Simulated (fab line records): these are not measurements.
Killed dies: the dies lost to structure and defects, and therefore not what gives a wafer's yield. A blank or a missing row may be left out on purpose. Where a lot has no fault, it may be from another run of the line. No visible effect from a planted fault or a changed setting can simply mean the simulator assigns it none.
fab line records	flow n5Finfet
[record] lots = 24	wafers = 72	lastDay = 18
route steps=1938 shown HKMG_FIN@439 GATE_CUT@468
lots with no fault: from the same line, run without faults
startH: the number of hours between the record's first day and the start of the first shown wafer of the lot	waitH: hours since the lot's step before	" same as the row above	L1.1+2: a row that stands for several wafers	- value missing, or start not given	* or withheld: withheld	< > ~ a bound
route shown NAME@n: NAME is a module with steps in the file, n the number in the route of the first one	usual: average and standard deviation across the fault-free wafers	same: alike in all rows	chamber/n: place in a boat	sites: readings site by site	_std_site: standard deviation across them	_edge_site: mean of outer sites minus mean of inner sites	radiusMm: how far each site lies from the wafer's centre	mask NAME#n: copy n	behind: the last tool/chamber to shape the wafer	hold: what put the lot on hold/how long, in hours/how the hold closed	device: which transistor (n, p or np) failed to switch	end of line: tests run on the same wafers once the route is complete	step lacking rows: just its recipe	killed: dies that structure and defects cost at the first sort, which is not the same as the wafer's yield	map: a wafer's dies, x killed, . not, _ none there
set.NAME: setting as actually run; set.NAME@STEP: the setting as run at that earlier step	model.NAME: the simulator's own value behind a step, which no gauge read
a sample of lots followed through the steps of the route, with each step as a table and each wafer as a row
services: from which hour (startH, from the record's first day; less than 0 if before it) a tool's chamber was out of use, for how many hours, and why
[[steps]]
[step N5_HKMG_FIN_STRIP_92]
[recipe] chemistry = N2/H2	material = SOC	timeS = 20	powerW = 500	tempC = 40	pressureMtorr = 50	rfFrequencyHz = 6e+07	biasPowerW = 8	h2Frac = 0.5	n2FlowSccm = 300	h2FlowSccm = 300
[usual] drypumpMotorCurrentA = 5.9/0.58	oesProductAu = 0.78/0.083	rfVppV = 54.3/0.92	showerheadPlenumPTorr = 3.39/0.12	throttleValvePct = 19.0/0.4
lot.wafer	tool	chamber	startH	waitH	drypumpMotorCurrentA	oesProductAu	rfHoursCounterH	rfVppV	showerheadPlenumPTorr	throttleValvePct
L074.2	rieDiel-05	0	77.73	0.1	5.6	0.70	209	53.7	3.44	19.2
L074.5	"	3	"	"	6.3	0.75	-	55.1	3.19	19.1
L074.6	"	0	"	"	5.6	0.70	-	55.9	3.44	19.2
L075.2	rieDiel-01	2	81.52	0.1	4.9	0.74	159	53.6	3.23	19.1
L075.3	"	3	"	"	5.1	0.91	21	52.9	3.30	18.5
L075.5	"	2	"	"	4.9	0.74	-	54.6	3.23	19.1
L076.1	rieDiel-01	3	89.01	0.1	5.1	0.91	23	53.4	3.30	18.5
L076.2	"	1	"	"	6.2	0.85	62	54.7	3.55	19.4
L076.5	"	0	"	"	6.8	0.75	-	54.3	3.35	18.7
L077.1	rieDiel-05	1	94.10	0.1	6.5	0.73	173	54.7	3.36	18.5
L077.2	"	2	"	"	5.6	0.73	161	54.5	3.49	19.4
L077.5	"	2	"	"	5.6	0.73	-	54.0	3.49	19.4
L078.1	rieDiel-02	3	98.91	0.1	6.0	0.99	5	54.2	3.56	18.6
L078.4	"	3	"	"	6.0	1.00	-	55.1	3.56	18.6
L078.6	"	0	"	"	6.3	0.72	-	51.6	3.47	18.6
L079.2	rieDiel-05	0	106.90	0.1	5.6	0.70	218	53.1	3.44	19.2
L079.3	"	2	"	"	5.6	0.73	165	55.6	3.48	19.4
L079.4	"	3	"	"	6.2	0.74	209	54.4	3.19	19.1
L080.1	rieDiel-01	2	115.43	0.1	4.9	0.73	169	54.8	3.22	19.1
L080.3	"	3	"	"	5.1	0.89	31	55.5	3.30	18.5
L080.4	"	1	"	"	6.2	0.85	70	53.5	3.55	19.4
L081.2	rieDiel-01	2	119.04	0.1	4.9	0.72	171	54.1	3.22	19.1
L081.5	"	3	"	"	5.1	0.89	-	52.2	3.30	18.5
L081.6	"	0	"	"	6.8	0.75	-	54.8	3.35	18.7
L082.1	rieDiel-02	3	123.61	0.1	6.0	0.96	15	54.7	3.56	18.6
L082.5	"	1	"	"	6.5	0.99	-	55.6	3.58	18.6
L082.6	"	2	"	"	5.7	0.84	-	55.0	3.42	19.7
L083.1	rieDiel-01	2	131.47	0.1	4.9	0.73	174	54.0	3.22	19.1
L083.3	"	3	"	"	5.1	0.88	36	53.7	3.30	18.5
L083.4	"	0	"	"	6.8	0.74	149	54.3	3.34	18.7
L084.1	rieDiel-01	0	137.75	0.1	6.8	0.74	152	53.1	3.34	18.7
L084.3	"	1	"	"	6.2	0.84	77	54.0	3.54	19.4
L084.6	"	2	"	"	4.9	0.72	-	52.4	3.22	19.1
L085.1	rieDiel-05	2	144.17	0.1	5.6	0.72	175	53.2	3.48	19.4
L085.3	"	3	"	"	6.2	0.73	222	54.7	3.18	19.2
L085.6	"	1	"	"	6.5	0.72	-	54.8	3.35	18.5
L086.3	rieDiel-05	3	149.80	0.1	6.2	0.74	224	52.6	3.18	19.2
L086.4	"	0	"	"	5.6	0.68	232	56.5	3.43	19.3
L086.5	"	0	"	"	5.6	0.69	-	55.0	3.43	19.3
L087.1	rieDiel-01	0	155.19	0.1	6.8	0.73	158	54.6	3.34	18.7
L087.4	"	3	"	"	5.1	0.86	45	53.9	3.29	18.5
L087.5	"	2	"	"	4.9	0.71	-	53.8	3.22	19.1
L088.1	rieDiel-01	0	161.34	0.1	6.9	0.73	159	54.7	3.34	18.7
L088.3	"	1	"	"	6.2	0.84	86	54.3	3.54	19.5
L088.6	"	2	"	"	4.9	0.71	-	53.5	3.22	19.2
L089.1	rieDiel-05	1	167.43	0.1	6.5	0.70	198	53.6	3.35	18.5
L089.3	"	3	"	"	6.2	0.73	228	52.4	3.18	19.2
L089.5	"	2	"	"	5.6	0.71	-	52.7	3.48	19.4
L090.2	rieDiel-05	2	171.83	0.1	5.6	0.72	184	54.4	3.47	19.5
L090.4	"	1	"	"	6.5	0.71	199	53.7	3.35	18.5
L090.6	"	1	"	"	6.5	0.71	-	53.6	3.35	18.5
L091.1	rieDiel-02	2	180.52	0.1	5.7	0.81	86	54.2	3.41	19.7
L091.5	"	0	"	"	6.3	0.71	-	54.7	3.46	18.6
L091.6	"	1	"	"	6.5	0.92	-	54.1	3.57	18.7
L092.4	rieDiel-02	2	183.06	0.1	5.7	0.80	88	54.2	3.41	19.7
L092.5	"	2	"	"	5.7	0.81	-	54.5	3.41	19.7
L092.6	"	1	"	"	6.5	0.91	-	53.6	3.57	18.7
L093.2	rieDiel-02	1	191.99	0.1	6.6	0.90	26	55.8	3.57	18.7
L093.4	"	0	"	"	6.3	0.71	-	54.7	3.45	18.6
L093.5	"	1	"	"	6.6	0.91	-	55.1	3.57	18.7
L094.2	rieDiel-05	2	195.00	0.1	5.6	0.71	192	55.3	3.47	19.5
L094.4	"	0	"	"	5.6	0.68	247	53.2	3.42	19.3
L094.6	"	1	"	"	6.5	0.71	-	54.5	3.34	18.5
L095.1	rieDiel-02	0	199.10	0.1	6.2	0.71	212	54.6	3.45	18.6
L095.4	"	1	"	"	6.5	0.90	29	54.4	3.56	18.7
L095.5	"	0	"	"	6.2	0.70	-	55.0	3.45	18.6
L096.2	rieDiel-01	2	210.72	0.1	4.9	0.70	203	53.6	3.21	19.2
L096.4	"	1	"	"	6.2	0.81	104	54.4	3.53	19.5
L096.6	"	3	"	"	5.1	0.84	-	54.4	3.28	18.6
L097.4	rieDiel-05	2	216.03	0.0	5.6	0.70	-	55.3	3.47	19.5
L097.5	"	3	"	"	6.2	0.71	-	53.3	3.17	19.2
L097.6	"	1	"	"	6.5	0.70	-	53.8	3.34	18.6
[step N5_HKMG_FIN_ALD_91]
[recipe] material = TiN	targetThkA = 10	tempC = 400	aldPrecursorFamily = TiCl4	aldCoReactant = NH3	pulseTimeS = 1	purgeTimeS = 3	coReactantPurgeTimeS = 2	coReactantPulseTimeS = 2	aldCycles = 47	pressureTorr = 3
[usual] heaterPowerW = 900/87	precursorPulseHeightRel = 0.999/0.021
lot.wafer	tool	chamber	startH	waitH	heaterPowerW	precursorPulseHeightRel	sinceWetCleanH
L074.2	aldMetal-03	2	78.26	0.3	990	0.978	1280
L074.5	"	3	"	"	891	0.998	-
L074.6	"	2	"	"	965	0.992	-
L075.2	aldMetal-03	3	82.05	0.3	853	0.994	1283
L075.3	"	0	"	"	972	1.038	1283
L075.5	"	0	"	"	999	0.990	-
L076.1	aldMetal-02	1	89.54	0.3	904	0.971	2829
L076.2	"	3	"	"	969	1.017	2829
L076.5	"	1	"	"	913	1.009	-
L077.1	aldMetal-03	1	94.63	0.3	778	1.016	1296
L077.2	"	0	"	"	998	1.008	1296
L077.5	"	3	"	"	891	0.995	-
L078.1	aldMetal-01	2	99.48	0.3	1004	1.007	5916
L078.4	"	1	"	"	830	0.998	5916
L078.6	"	2	"	"	993	1.025	-
L079.2	aldMetal-02	0	107.42	0.3	767	1.016	2847
L079.3	"	2	"	"	1000	1.009	2847
L079.4	"	1	"	"	904	0.980	2847
L080.1	aldMetal-01	0	115.95	0.3	817	1.018	5933
L080.3	"	1	"	"	817	1.004	5933
L080.4	"	2	"	"	994	0.973	5933
L081.2	aldMetal-01	2	119.57	0.3	1005	1.059	5936
L081.5	"	3	"	"	933	1.032	-
L081.6	"	0	"	"	777	1.003	-
L082.1	aldMetal-01	3	124.14	0.3	927	0.998	5941
L082.5	"	0	"	"	804	0.951	-
L082.6	"	1	"	"	819	1.012	-
L083.1	aldMetal-01	2	132.00	0.3	1013	1.011	5949
L083.3	"	1	"	"	816	0.986	5949
L083.4	"	0	"	"	778	0.976	5949
L084.1	aldMetal-03	1	138.29	0.3	762	1.008	1340
L084.3	"	2	"	"	971	0.988	1340
L084.6	"	2	"	"	964	1.041	-
L085.1	aldMetal-03	2	144.70	0.3	932	1.042	1346
L085.3	"	3	"	"	876	0.963	1346
L085.6	"	3	"	"	889	0.981	-
L086.3	aldMetal-03	2	150.32	0.1	957	1.005	1352
L086.4	"	1	"	"	771	0.965	1352
L086.5	"	3	"	"	888	1.009	-
L087.1	aldMetal-03	0	155.72	0.3	996	0.975	1357
L087.4	"	1	"	"	772	1.010	-
L087.5	"	0	"	"	995	1.011	-
L088.1	aldMetal-03	2	161.87	0.3	964	0.987	1363
L088.3	"	1	"	"	775	1.021	1363
L088.6	"	2	"	"	974	0.991	-
L089.1	aldMetal-01	1	167.96	0.3	846	0.992	5985
L089.3	"	0	"	"	791	0.996	5985
L089.5	"	3	"	"	927	0.990	-
L090.2	aldMetal-02	0	172.42	0.3	742	1.012	2912
L090.4	"	1	"	"	894	1.018	2912
L090.6	"	2	"	"	986	0.971	-
L091.1	aldMetal-01	1	181.08	0.3	804	0.982	5998
L091.5	"	0	"	"	787	1.005	-
L091.6	"	1	"	"	816	0.992	-
L092.4	aldMetal-01	3	183.59	0.1	887	1.014	6000
L092.5	"	2	"	"	1008	0.985	-
L092.6	"	1	"	"	806	0.969	-
L093.2	aldMetal-03	1	192.56	0.3	784	0.956	1394
L093.4	"	2	"	"	970	1.027	1394
L093.5	"	3	"	"	892	0.983	-
L094.2	aldMetal-03	0	195.53	0.3	969	0.972	1397
L094.4	"	1	"	"	771	0.984	1397
L094.6	"	2	"	"	973	0.977	-
L095.1	aldMetal-01	3	199.63	0.3	914	0.981	6016
L095.4	"	0	"	"	781	0.993	6016
L095.5	"	2	"	"	1003	1.025	-
L096.2	aldMetal-03	3	211.25	0.3	865	1.059	1413
L096.4	"	1	"	"	773	0.951	1413
L096.6	"	2	"	"	987	1.000	-
L097.4	aldMetal-03	1	216.66	0.3	790	1.004	-
L097.5	"	0	"	"	995	1.006	-
L097.6	"	3	"	"	885	0.975	-
[step N5_HKMG_FIN_ETCH_86]
[recipe] chemistry = N2/H2	target = SOC	targetDepthA = 3932	stopOn = TiN	ionEnergyEv = 100	biasW = 61	pressureMtorr = 30	sourceW = 850	n2FlowSccm = 200	h2FlowSccm = 200
[usual] drypumpMotorCurrentA = 5.9/0.53	oesProductAu = 0.76/0.078	rfVppV = 241.0/1.5	showerheadPlenumPTorr = 2.57/0.097	throttleValvePct = 17.76/0.22
lot.wafer	tool	chamber	startH	waitH	drypumpMotorCurrentA	oesProductAu	rfHoursCounterH	rfVppV	showerheadPlenumPTorr	throttleValvePct
L074.2	rieDiel-05	0	78.60	-	5.6	0.70	209	242.1	2.61	17.96
L074.5	"	1	"	"	6.5	0.73	-	241.4	2.55	17.49
L074.6	"	0	"	"	5.6	0.70	-	242.2	2.61	17.99
L075.2	rieDiel-02	2	82.39	-	5.6	0.84	47	240.5	2.60	17.94
L075.3	"	0	"	"	6.2	0.73	169	242.6	2.63	17.45
L075.5	"	1	"	"	6.5	0.67	-	239.9	2.40	17.86
L076.1	rieDiel-02	1	90.04	-	6.5	0.68	251	238.6	2.40	17.87
L076.2	"	2	"	"	5.7	0.85	50	241.6	2.60	17.93
L076.5	"	1	"	"	6.5	0.67	-	238.9	2.40	17.85
L077.1	rieDiel-05	1	94.96	-	6.5	0.73	173	238.9	2.54	17.46
L077.2	"	2	"	"	5.6	0.73	162	242.3	2.64	18.03
L077.5	"	1	"	"	6.5	0.73	-	241.1	2.54	17.47
L078.1	rieDiel-05	0	99.82	-	5.6	0.70	215	240.6	2.60	17.98
L078.4	"	3	"	"	6.2	0.71	207	239.5	2.41	17.76
L078.6	"	1	"	"	6.5	0.72	-	241.9	2.54	17.50
L079.2	rieDiel-01	0	107.86	-	6.8	0.76	142	240.3	2.53	17.72
L079.3	"	1	"	"	6.2	0.84	67	242.3	2.69	17.86
L079.4	"	3	"	"	5.1	0.88	28	238.0	2.50	17.44
L080.1	rieDiel-01	2	116.29	-	4.9	0.72	170	239.6	2.44	17.86
L080.3	"	1	"	"	6.2	0.84	70	240.5	2.69	17.86
L080.4	"	3	"	"	5.1	0.86	32	240.7	2.50	17.44
L081.2	rieDiel-02	1	119.93	-	6.5	0.99	1	242.6	2.72	17.41
L081.5	"	1	"	"	6.5	0.99	-	242.0	2.72	17.40
L081.6	"	0	"	"	6.3	0.71	-	242.4	2.63	17.48
L082.1	rieDiel-05	3	124.52	-	6.2	0.72	216	238.5	2.40	17.77
L082.5	"	3	"	"	6.2	0.71	-	238.8	2.41	17.76
L082.6	"	2	"	"	5.6	0.72	-	240.3	2.64	18.07
L083.1	rieDiel-05	3	132.34	-	6.2	0.71	219	239.7	2.40	17.77
L083.3	"	2	"	"	5.6	0.73	171	241.1	2.64	18.06
L083.4	"	0	"	"	5.6	0.68	227	241.7	2.60	18.00
L084.1	rieDiel-01	2	138.63	-	4.9	0.72	177	240.2	2.43	17.88
L084.3	"	1	"	"	6.2	0.83	77	243.7	2.69	17.86
L084.6	"	1	"	"	6.1	0.83	-	242.7	2.69	17.86
L085.1	rieDiel-05	0	145.04	-	5.6	0.69	230	241.6	2.60	18.01
L085.3	"	3	"	"	6.2	0.70	222	239.6	2.40	17.79
L085.6	"	0	"	"	5.6	0.69	-	241.4	2.60	18.01
L086.3	rieDiel-05	0	150.66	-	5.6	0.68	232	240.7	2.60	18.00
L086.4	"	3	"	"	6.2	0.70	224	239.6	2.40	17.78
L086.5	"	1	"	"	6.5	0.72	-	240.5	2.54	17.52
L087.1	rieDiel-02	3	156.06	-	6.0	0.91	26	241.9	2.70	17.65
L087.4	"	2	"	"	5.7	0.81	78	241.0	2.59	17.96
L087.5	"	3	"	"	6.0	0.92	-	243.5	2.70	17.67
L088.1	rieDiel-02	0	162.22	-	6.3	0.70	200	242.6	2.62	17.50
L088.3	"	3	"	"	6.0	0.90	29	242.5	2.69	17.66
L088.6	"	0	"	"	6.2	0.71	-	241.5	2.62	17.51
L089.1	rieDiel-05	0	168.29	-	5.6	0.68	237	241.8	2.59	18.01
L089.3	"	1	"	"	6.5	0.71	198	240.4	2.53	17.52
L089.5	"	3	"	"	6.2	0.70	-	239.1	2.40	17.78
L090.2	rieDiel-05	0	172.81	-	5.6	0.68	239	241.0	2.59	18.01
L090.4	"	1	"	"	6.5	0.71	200	240.6	2.53	17.54
L090.6	"	3	"	"	6.2	0.69	-	238.2	2.40	17.80
L091.1	rieDiel-02	1	181.59	-	6.5	0.92	22	243.2	2.71	17.44
L091.5	"	2	"	"	5.7	0.80	-	240.1	2.58	17.98
L091.6	"	3	"	"	6.0	0.89	-	243.9	2.69	17.68
L092.4	rieDiel-01	0	183.93	-	6.8	0.73	170	239.2	2.52	17.76
L092.5	"	2	"	"	4.9	0.70	-	239.0	2.43	17.90
L092.6	"	1	"	"	6.2	0.80	-	241.5	2.68	17.91
L093.2	rieDiel-02	1	192.90	-	6.5	0.90	26	243.5	2.71	17.44
L093.4	"	2	"	"	5.6	0.79	-	239.6	2.58	17.99
L093.5	"	1	"	"	6.5	0.91	-	241.9	2.71	17.45
L094.2	rieDiel-01	1	195.90	-	6.1	0.80	99	241.1	2.68	17.91
L094.4	"	0	"	"	6.8	0.73	174	240.9	2.52	17.78
L094.6	"	3	"	"	5.1	0.83	-	238.8	2.48	17.49
L095.1	rieDiel-01	1	199.99	-	6.2	0.80	100	242.1	2.68	17.91
L095.4	"	0	"	"	6.8	0.73	175	240.1	2.52	17.78
L095.5	"	0	"	"	6.8	0.73	-	238.9	2.52	17.77
L096.2	rieDiel-02	0	211.59	-	6.2	0.69	216	242.3	2.61	17.54
L096.4	"	3	"	"	6.0	0.88	43	243.1	2.69	17.69
L096.6	"	3	"	"	6.0	0.88	-	241.9	2.69	17.70
L097.4	rieDiel-05	1	217.06	-	6.5	0.70	-	241.4	2.53	17.57
L097.5	"	3	"	"	6.2	0.68	-	238.6	2.39	17.83
L097.6	"	2	"	"	5.6	0.70	-	240.4	2.63	18.11
[step N5_HKMG_FIN_ALD_71]
[recipe] material = TiN	targetThkA = 10	tempC = 400	aldPrecursorFamily = TiCl4	aldCoReactant = NH3	pulseTimeS = 1	purgeTimeS = 3	coReactantPurgeTimeS = 2	coReactantPulseTimeS = 2	aldCycles = 47	pressureTorr = 3
[usual] heaterPowerW = 901/92	precursorPulseHeightRel = 0.998/0.022
lot.wafer	tool	chamber	startH	waitH	heaterPowerW	precursorPulseHeightRel	sinceWetCleanH
L074.2	aldMetal-03	3	79.43	0.0	878	1.024	1281
L074.5	"	1	"	"	768	0.993	-
L074.6	"	0	"	"	1014	1.010	-
L075.2	aldMetal-02	2	83.12	0.0	1022	0.989	2823
L075.3	"	0	"	"	752	0.976	2823
L075.5	"	0	"	"	758	1.023	-
L076.1	aldMetal-01	2	90.78	0.0	986	0.984	5908
L076.2	"	3	"	"	923	1.004	5908
L076.5	"	2	"	"	1001	1.003	-
L077.1	aldMetal-01	2	95.70	0.0	963	0.999	5913
L077.2	"	0	"	"	797	1.046	5913
L077.5	"	2	"	"	954	0.996	-
L078.1	aldMetal-03	3	100.55	0.0	867	1.031	1302
L078.4	"	2	"	"	925	1.001	1302
L078.6	"	3	"	"	874	1.001	-
L079.2	aldMetal-03	3	108.60	0.0	876	0.984	1310
L079.3	"	0	"	"	997	0.965	1310
L079.4	"	2	"	"	979	1.053	1310
L080.1	aldMetal-01	0	117.03	0.0	792	1.021	5934
L080.3	"	3	"	"	909	0.996	5934
L080.4	"	1	"	"	835	1.019	5934
L081.2	aldMetal-03	1	120.66	0.0	783	1.005	1322
L081.5	"	1	"	"	777	0.996	-
L081.6	"	2	"	"	970	0.945	-
L082.1	aldMetal-03	0	125.25	0.0	999	0.972	1327
L082.5	"	3	"	"	862	1.005	-
L082.6	"	2	"	"	983	1.004	-
L083.1	aldMetal-03	2	133.08	0.0	981	1.017	1334
L083.3	"	1	"	"	791	1.029	1334
L083.4	"	3	"	"	896	0.981	1334
L084.1	aldMetal-03	0	139.36	0.0	1011	0.998	1341
L084.3	"	3	"	"	884	1.005	1341
L084.6	"	2	"	"	982	0.954	-
L085.1	aldMetal-02	3	145.77	0.0	965	1.005	2886
L085.3	"	0	"	"	742	1.026	2886
L085.6	"	1	"	"	896	1.021	-
L086.3	aldMetal-01	2	151.40	0.0	984	0.989	5968
L086.4	"	1	"	"	815	1.029	5968
L086.5	"	2	"	"	1007	1.014	-
L087.1	aldMetal-01	0	156.79	0.0	797	1.006	5974
L087.4	"	3	"	"	923	1.029	5974
L087.5	"	3	"	"	927	1.002	-
L088.1	aldMetal-02	1	162.95	0.0	892	1.015	2903
L088.3	"	3	"	"	972	0.987	2903
L088.6	"	3	"	"	962	0.995	-
L089.1	aldMetal-02	1	169.03	0.0	905	1.037	2909
L089.3	"	0	"	"	754	0.998	2909
L089.5	"	0	"	"	761	0.992	-
L090.2	aldMetal-01	1	173.62	0.0	842	1.010	5990
L090.4	"	3	"	"	916	0.981	5990
L090.6	"	2	"	"	1004	0.957	-
L091.1	aldMetal-02	1	182.40	0.0	931	0.980	2922
L091.5	"	2	"	"	1015	1.009	-
L091.6	"	1	"	"	892	1.008	-
L092.4	aldMetal-02	2	184.66	0.0	1013	1.029	2924
L092.5	"	0	"	"	751	1.012	-
L092.6	"	3	"	"	995	0.956	-
L093.2	aldMetal-03	0	193.64	0.0	1017	1.027	1395
L093.4	"	1	"	"	767	0.994	1395
L093.5	"	3	"	"	857	1.003	-
L094.2	aldMetal-02	1	196.70	0.0	910	0.991	2937
L094.4	"	0	"	"	760	0.993	2937
L094.6	"	1	"	"	903	0.972	-
L095.1	aldMetal-03	3	200.72	0.0	895	0.984	1402
L095.4	"	1	"	"	763	0.995	1402
L095.5	"	1	"	"	778	0.984	-
L096.2	aldMetal-02	0	212.32	0.0	744	0.993	2952
L096.4	"	3	"	"	983	0.990	2952
L096.6	"	3	"	"	1013	0.995	-
L097.4	aldMetal-03	0	217.89	0.1	984	0.973	-
L097.5	"	1	"	"	764	1.003	-
L097.6	"	3	"	"	896	0.992	-
[step N5_GATE_CUT_VAPOR_ETCH_60]
[recipe] chemistry = BCl3/Cl2	target = HfO2	mode = isotropic
[usual] drypumpMotorCurrentA = 5.6/0.41	oesProductAu = 0.80/0.098
lot.wafer	tool	chamber	startH	waitH	drypumpMotorCurrentA	oesProductAu
L074.2	rieMetal-01	0	82.08	0.0	5.9	0.80
L074.5	"	0	"	"	5.9	0.80
L074.6	"	1	"	"	5.8	0.70
L075.2	rieMetal-03	1	85.89	0.0	4.9	0.97
L075.3	"	1	"	"	4.9	0.97
L075.5	"	1	"	"	4.9	0.96
L076.1	rieMetal-03	0	93.38	0.0	6.0	0.74
L076.2	"	1	"	"	4.9	0.96
L076.5	"	0	"	"	6.0	0.74
L077.1	rieMetal-03	0	98.30	0.0	6.0	0.74
L077.2	"	1	"	"	4.9	0.95
L077.5	"	0	"	"	6.0	0.73
L078.1	rieMetal-01	0	103.22	0.0	5.9	0.79
L078.4	"	0	"	"	5.9	0.80
L078.6	"	1	"	"	5.8	0.70
L079.2	rieMetal-02	1	111.20	0.0	5.5	0.90
L079.3	"	1	"	"	5.5	0.89
L079.4	"	0	"	"	5.2	0.57
L080.1	rieMetal-03	1	119.66	0.0	4.9	0.95
L080.3	"	0	"	"	6.0	0.73
L080.4	"	1	"	"	4.9	0.95
L081.2	rieMetal-01	1	123.27	0.0	5.8	0.70
L081.5	"	0	"	"	5.9	0.79
L081.6	"	1	"	"	5.9	0.70
L082.1	rieMetal-03	0	127.85	0.0	6.0	0.72
L082.5	"	0	"	"	6.0	0.73
L082.6	"	1	"	"	4.9	0.94
L083.1	rieMetal-01	0	135.68	0.0	5.9	0.79
L083.3	"	0	"	"	5.8	0.79
L083.4	"	1	"	"	5.8	0.69
L084.1	rieMetal-01	1	141.98	0.0	5.9	0.69
L084.3	"	1	"	"	5.8	0.71
L084.6	"	0	"	"	5.9	0.79
L085.1	rieMetal-01	1	148.37	0.0	5.9	0.70
L085.3	"	0	"	"	5.9	0.78
L085.6	"	1	"	"	5.8	0.69
L086.3	rieMetal-01	1	154.01	0.0	5.8	0.69
L086.4	"	0	"	"	6.0	0.78
L086.5	"	1	"	"	5.8	0.69
L087.1	rieMetal-02	1	159.75	0.1	5.5	0.87
L087.4	"	1	"	"	5.5	0.86
L087.5	"	1	"	"	5.5	0.86
L088.1	rieMetal-02	1	165.80	0.1	5.5	0.86
L088.3	"	1	"	"	5.5	0.85
L088.6	"	1	"	"	5.5	0.86
L089.1	rieMetal-03	0	171.82	0.0	6.0	0.72
L089.3	"	0	"	"	6.0	0.72
L089.5	"	0	"	"	6.0	0.72
L090.2	rieMetal-03	1	176.34	0.0	4.9	0.89
L090.4	"	0	"	"	6.0	0.72
L090.6	"	0	"	"	6.0	0.72
L091.1	rieMetal-01	0	185.17	0.0	5.9	0.76
L091.5	"	1	"	"	5.8	0.67
L091.6	"	0	"	"	5.9	0.77
L092.4	rieMetal-01	1	187.41	0.0	5.8	0.67
L092.5	"	1	"	"	5.8	0.68
L092.6	"	0	"	"	5.9	0.77
L093.2	rieMetal-03	1	196.52	0.0	4.9	0.89
L093.4	"	1	"	"	4.9	0.89
L093.5	"	0	"	"	6.0	0.72
L094.2	rieMetal-02	0	199.55	0.1	5.2	0.96
L094.4	"	0	"	"	5.2	0.95
L094.6	"	0	"	"	5.2	0.96
L095.1	rieMetal-01	0	203.32	0.0	5.9	0.76
L095.4	"	1	"	"	5.9	0.68
L095.5	"	0	"	"	5.9	0.77
L096.2	rieMetal-03	0	215.01	0.0	6.0	0.71
L096.4	"	0	"	"	6.0	0.72
L096.6	"	0	"	"	6.0	0.72
L097.4	rieMetal-02	1	220.39	0.0	5.5	0.84
L097.5	"	0	"	"	5.2	0.91
L097.6	"	1	"	"	5.5	0.85
[step N5_GATE_CUT_CD_MEAS_13]
[recipe] targetCdNm = 20	landingEnergyEv = 500	detector = seInlens
[usual] cdNm = 20.03/0.28
lot.wafer	tool	chamber	startH	waitH	cdNm
L074.2	cdSem-01	0	85.85	-	19.50
L074.5	"	0	"	"	19.89
L074.6	"	0	"	"	19.85
L075.2	cdSem-02	0	89.28	-	19.82
L075.3	"	0	"	"	20.18
L075.5	"	0	"	"	19.70
L076.1	cdSem-01	0	96.74	-	20.15
L076.2	"	0	"	"	20.08
L076.5	"	0	"	"	19.50
L077.1	cdSem-03	0	102.39	-	19.57
L077.2	"	0	"	"	19.94
L077.5	"	0	"	"	20.07
L078.1	cdSem-01	0	106.74	-	20.56
L078.4	"	0	"	"	19.95
L078.6	"	0	"	"	20.40
L079.2	cdSem-02	0	114.63	-	19.94
L079.3	"	0	"	"	20.09
L079.4	"	0	"	"	20.02
L080.1	cdSem-02	0	122.98	-	20.45
L080.3	"	0	"	"	20.11
L080.4	"	0	"	"	20.38
L081.2	cdSem-02	0	126.70	-	20.50
L081.5	"	0	"	"	20.24
L081.6	"	0	"	"	20.17
L082.1	cdSem-02	0	131.37	-	20.12
L082.5	"	0	"	"	20.19
L082.6	"	0	"	"	20.72
L083.1	cdSem-02	0	138.99	-	20.08
L083.3	"	0	"	"	20.12
L083.4	"	0	"	"	20.40
L084.1	cdSem-01	0	145.98	-	20.08
L084.3	"	0	"	"	19.79
L084.6	"	0	"	"	20.29
L085.1	cdSem-01	0	151.92	-	19.96
L085.3	"	0	"	"	19.63
L085.6	"	0	"	"	19.98
L086.3	cdSem-03	0	157.47	-	20.00
L086.4	"	0	"	"	20.30
L086.5	"	0	"	"	20.20
L087.1	cdSem-03	0	163.49	-	20.52
L087.4	"	0	"	"	19.93
L087.5	"	0	"	"	20.47
L088.1	cdSem-01	0	169.15	-	20.19
L088.3	"	0	"	"	19.76
L088.6	"	0	"	"	20.34
L089.1	cdSem-01	0	175.27	-	20.21
L089.3	"	0	"	"	20.20
L089.5	"	0	"	"	19.64
L090.2	cdSem-03	0	179.71	-	20.01
L090.4	"	0	"	"	20.25
L090.6	"	0	"	"	20.08
L091.1	cdSem-02	0	189.11	-	19.67
L091.5	"	0	"	"	19.80
L091.6	"	0	"	"	20.02
L092.4	cdSem-01	0	192.62	-	19.91
L092.5	"	0	"	"	19.81
L092.6	"	0	"	"	19.67
L093.2	cdSem-03	0	199.83	-	20.15
L093.4	"	0	"	"	19.96
L093.5	"	0	"	"	19.85
L094.2	cdSem-02	0	203.03	-	20.24
L094.4	"	0	"	"	19.94
L094.6	"	0	"	"	20.22
L095.1	cdSem-02	0	206.73	-	19.98
L095.4	"	0	"	"	20.26
L095.5	"	0	"	"	20.30
L096.2	cdSem-02	0	218.47	-	19.94
L096.4	"	0	"	"	19.68
L096.6	"	0	"	"	20.17
L097.4	cdSem-01	0	223.78	-	19.99
L097.5	"	0	"	"	20.15
L097.6	"	0	"	"	20.15
[[services]]
tool	chamber	startH	hours	kind
rieDiel-02	1	54.43	23.6	repair
aldMetal-02	2	65.72	4.4	repair
aldMetal-01	-	76.63	2.2	repair
rieDiel-02	3	78.32	-	clean
rieDiel-02	3	78.32	-	consumableReplace:focusRing
rieDiel-02	3	78.32	-	consumableReplace:showerhead
rieDiel-02	3	78.32	12.3	scheduledDown
rieDiel-02	3	78.32	12.3	ventCycle
rieDiel-02	1	90.78	3.3	repair
rieDiel-02	1	94.14	-	clean
rieDiel-02	1	94.14	-	consumableReplace:focusRing
rieDiel-02	1	94.14	-	consumableReplace:showerhead
rieDiel-02	1	94.14	24.2	scheduledDown
rieDiel-02	1	94.14	24.2	ventCycle
rieDiel-05	2	107.24	8.5	repair
aldMetal-03	3	152.04	7.2	repair
rieDiel-01	3	165.61	6.2	repair
rieMetal-02	1	198.71	15.0	repair
rieDiel-01	1	200.33	1.6	repair
rieDiel-05	0	203.00	-	clean
rieDiel-05	0	203.00	-	consumableReplace:focusRing
rieDiel-05	0	203.00	22.6	scheduledDown
rieDiel-05	0	203.00	22.6	ventCycle
aldMetal-03	2	216.14	3.1	repair
[[key]]
fault none
